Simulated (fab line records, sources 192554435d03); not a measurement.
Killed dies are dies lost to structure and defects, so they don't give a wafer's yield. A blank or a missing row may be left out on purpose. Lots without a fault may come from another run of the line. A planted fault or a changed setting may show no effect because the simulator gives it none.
Which tool did it? | flow n5_finfet | 12 lots, 36 wafers sampled, at 1 step of a route of 1938

WHAT THE GAUGES READ, wafer by wafer
N5_MOL_CONTACT_COAG_THK_MEAS_29.
lot  | measured     | on            | MD_CAP_THK (nm)
L074 | day 5 16:40  | film_metro-02 | 17.87 17.82 17.80
L077 | day 6 02:43  | film_metro-01 | 17.94 17.77 17.91
L079 | day 6 12:16  | film_metro-02 | 18.00 17.77 17.95
L081 | day 7 00:52  | film_metro-01 | 18.04 18.02 18.01
L083 | day 7 15:08  | film_metro-01 | 17.98 17.85 18.01
L087 | day 8 13:05  | film_metro-01 | 17.88 17.92 17.85
L086 | day 8 19:01  | film_metro-02 | 17.81 17.89 17.99
L089 | day 9 08:23  | film_metro-01 | 18.03 17.87 17.93
L090 | day 9 13:56  | film_metro-01 | 18.04 18.00 18.01
L093 | day 10 00:01 | film_metro-02 | 17.89 18.08 17.91
L095 | day 10 05:19 | film_metro-01 | 18.07 17.89 17.90
L097 | day 10 23:00 | film_metro-02 | 17.96 18.11 18.02

WHICH TOOL RAN EACH LOT (tool, then ch and the chambers of the sampled wafers, then the start)
The record holds no process step before these readings.

THE ANSWER, worked out from the rows above alone
Rule: what is usual is taken from the lots themselves. Put in order of their means at a reading, lots are off if they are a third of the lots or fewer, leave a main group of 4 or more, and stand apart from it by a gap of 3 or more times the standard deviation of the main group's means; of several such gaps the widest counts. A main group whose means are all the same, to the digits that the tables above print for the reading, isn't used. A lot without any number at a reading at which 4 lots or more have one is off too. The other lots that the step has rows for count as sound.
No lot is off at any reading shown: from this, nothing can be told.

WHAT THE SIMULATOR HAD PUT IN
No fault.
